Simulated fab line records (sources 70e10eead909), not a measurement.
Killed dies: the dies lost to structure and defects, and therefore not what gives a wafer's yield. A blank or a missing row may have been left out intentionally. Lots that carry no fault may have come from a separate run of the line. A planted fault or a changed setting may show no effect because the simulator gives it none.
Chamber matching ; flow nandHarc ; NHARC_P_M1_ETCH_35 on rieDiel-02: 4 sister chambers
The step etches the open film in N2/H2, target depth 40 nm, overetch 12 nm, time 43.94 s. 20 wafers are shown with their chamber, then 10 later ones without.

## EACH WAFER AND ITS CHAMBER
wafer;chamber;drypumpMotorCurrentA (A);rfVppV (V);oesProductAu (a.u.)
L074.1;2;5.5;428;0.998
L074.2;0;6.2;428;1.007
L074.5;0;6.2;429;1.001
L077.2;3;5.4;435;1.006
L077.3;1;5.6;431;1.009
L077.6;3;5.4;435;1.006
L079.3;3;5.4;435;0.993
L079.4;1;5.5;432;1.007
L079.5;1;5.5;433;1.007
L080.3;3;5.4;434;0.997
L080.5;1;5.6;433;0.997
L080.6;0;6.2;427;0.990
L081.1;2;5.6;430;0.988
L081.3;3;5.4;434;0.998
L081.4;0;6.2;427;0.990
L082.1;2;5.5;428;0.983
L082.5;1;5.6;432;1.005
L082.6;2;5.6;427;0.989
L084.1;2;5.5;428;1.017
L084.3;0;6.1;428;1.003

SIGNATURES (averages over the wafers above)
reading;chamber 0;chamber 1;chamber 2;chamber 3;scatter within a chamber
drypumpMotorCurrentA;6.180;5.560;5.540;5.400;0.0447
rfVppV;427.80;432.20;428.20;434.60;0.851
oesProductAu;0.99820;1.00500;0.99500;1.00000;0.00861
Rule: for each reading, subtract the chamber's mean from the wafer's reading, divide by that reading's scatter and square the result; add these up over the readings and take the root, which gives the wafer's distance from the chamber. The wafer belongs to the nearest chamber; if the next one is less than 2 further off, it can't be placed. The scatter: the root of (the sum of the squares of (reading less its chamber's mean) over the shown wafers, divided by (wafers less chambers)).

## WAFERS WITHOUT THEIR CHAMBER
wafer;drypumpMotorCurrentA (A);rfVppV (V);oesProductAu (a.u.)
L084.6;5.5;432;1.005
L086.1;5.5;428;1.002
L086.4;6.2;426;1.001
L086.5;5.5;429;1.005
L087.1;6.2;426;1.006
L087.2;5.5;433;1.019
L087.3;5.5;429;1.012
L093.2;6.2;426;0.979
L093.4;5.4;435;0.999
L093.6;6.2;427;0.988

## THE CHAMBER EACH PASSED THROUGH
wafer;from the rows above;in truth
L084.6;1;1
L086.1;2;2
L086.4;0;0
L086.5;2;2
L087.1;0;0
L087.2;can't be placed: 1 or 3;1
L087.3;can't be placed: 2 or 1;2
L093.2;0;0
L093.4;3;3
L093.6;0;0
Correct placement for 8 of the 10. These rows do not allow placing 2 (true chamber among the candidates in 2). Wrongly placed: 0.
